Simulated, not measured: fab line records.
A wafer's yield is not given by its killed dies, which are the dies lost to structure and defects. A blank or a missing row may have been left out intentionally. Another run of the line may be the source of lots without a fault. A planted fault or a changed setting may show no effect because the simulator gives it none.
Matching of chambers	flow n5_finfet	N5_BEOL_M3_DESCUM_33 on rie_diel-01: 4 sister chambers
The step chemistry O2, time 7 s. 22 wafers are shown with their chamber, then 11 later ones without.

== WAFERS WITH THEIR CHAMBER ==
wafer	chamber	showerhead_plenum_p_Torr (Torr)	throttle_valve_pct (%)	drypump_motor_current_A (A)
L074.1	1	1.99	20.75	5.1
L074.5	2	2.05	20.22	5.4
L074.6	1	1.99	20.75	5.1
L075.1	2	2.05	20.22	5.5
L075.2	1	1.99	20.75	5.1
L075.3	3	2.16	20.09	5.6
L075.4	2	2.05	20.22	5.4
L075.5	3	2.16	20.08	5.6
L075.6	1	1.99	20.75	5.1
L077.1	2	2.05	20.25	5.5
L077.3	3	2.16	20.08	5.6
L077.6	3	2.16	20.10	5.6
L085.1	1	1.98	20.77	5.1
L085.4	2	2.04	20.27	5.4
L085.6	1	1.98	20.78	5.1
L087.1	0	2.23	20.44	5.4
L087.2	1	1.98	20.78	5.1
L087.4	0	2.23	20.42	5.4
L089.2	1	1.98	20.80	5.1
L089.3	0	2.23	20.45	5.4
L089.6	1	1.98	20.79	5.1
L093.1	0	2.23	20.45	5.3

SIGNATURES (averages over the wafers above)
reading	chamber 0	chamber 1	chamber 2	chamber 3	scatter within a chamber
showerhead_plenum_p_Torr	2.2300	1.9844	2.0480	2.1600	0.0041
throttle_valve_pct	20.4400	20.7689	20.2360	20.0875	0.0184
drypump_motor_current_A	5.375	5.100	5.440	5.600	0.0329
Rule: distance of a wafer from a chamber = root of the sum over the readings of ((wafer's reading minus chamber's mean) / reading's scatter) squared. If the next closest chamber is less than 2 further off than the closest, the wafer can't be placed; otherwise it belongs to the closest. The scatter is the square root of a quotient: the sum, over the shown wafers, of each reading's squared deviation from its chamber's mean, divided by wafers minus chambers.

== WAFERS WITH NO CHAMBER GIVEN ==
wafer	showerhead_plenum_p_Torr (Torr)	throttle_valve_pct (%)	drypump_motor_current_A (A)
L093.2	2.04	20.30	5.5
L093.3	2.15	20.13	5.6
L093.4	1.98	20.79	5.0
L093.5	2.23	20.45	5.3
L093.6	1.98	20.81	5.1
L094.2	2.04	20.30	5.4
L094.3	2.23	20.46	5.3
L094.5	2.04	20.30	5.4
L095.1	2.23	20.47	5.4
L095.2	1.98	20.80	5.1
L095.4	2.04	20.29	5.5

== WHICH CHAMBER EACH WENT THROUGH ==
wafer	from the rows above	in truth
L093.2	2	2
L093.3	3	3
L093.4	1	1
L093.5	0	0
L093.6	1	1
L094.2	2	2
L094.3	0	0
L094.5	2	2
L095.1	0	0
L095.2	1	1
L095.4	2	2
11 of 11 placed correctly. Number that these rows cannot place: 0. Placed wrongly: 0.
